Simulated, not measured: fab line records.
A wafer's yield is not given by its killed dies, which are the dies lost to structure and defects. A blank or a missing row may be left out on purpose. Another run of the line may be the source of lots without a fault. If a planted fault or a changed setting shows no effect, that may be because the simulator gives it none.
Matching of chambers | flow n5_finfet | 4 sister chambers for N5_FIN_CUT_CUT_ETCH_28 on rie_si-02
The step etches Si in HBr/Cl2/O2, target depth 6 nm, time 2.4 s. 4 wafers are shown with their chamber, then 8 later ones without.

## WAFERS PAIRED WITH THEIR CHAMBERS
wafer  | chamber | throttle_valve_pct (%)
L089.2 | 3       | 36.87
L092.1 | 1       | 36.80
L092.3 | 0       | 37.06
L093.3 | 2       | 37.44

## WAFERS WITH NO CHAMBER GIVEN
wafer  | throttle_valve_pct (%)
L093.4 | 36.84
L093.6 | 37.04
L094.1 | 36.84
L094.4 | 36.80
L094.6 | 36.84
L097.1 | 36.81
L097.4 | 36.85
L097.6 | 36.79

## EACH ONE'S CHAMBER
wafer  | from the rows above     | in truth
L093.4 | can't be placed: 3 or 1 | 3
L093.6 | 0                       | 0
L094.1 | can't be placed: 3 or 1 | 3
L094.4 | 1                       | 1
L094.6 | can't be placed: 3 or 1 | 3
L097.1 | 1                       | 1
L097.4 | can't be placed: 3 or 1 | 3
L097.6 | 1                       | 1
Correct placement for 4 of the 8. Can't be placed from these rows: 4 (the true chamber is among the candidates in 4). Number placed wrongly: 0.
How it was worked out, from the rows above alone: a wafer's distance from a chamber is the root of the sum, over the readings, of the square of ((its reading less the chamber's mean) divided by the reading's scatter). If the next closest chamber is less than 2 further off than the closest, the wafer can't be placed; otherwise it belongs to the closest. The mean given for a chamber averages the wafers shown for that chamber. The scatter: root of mean squared gap, hidden wafer to nearest shown wafer, with one shown wafer a chamber.
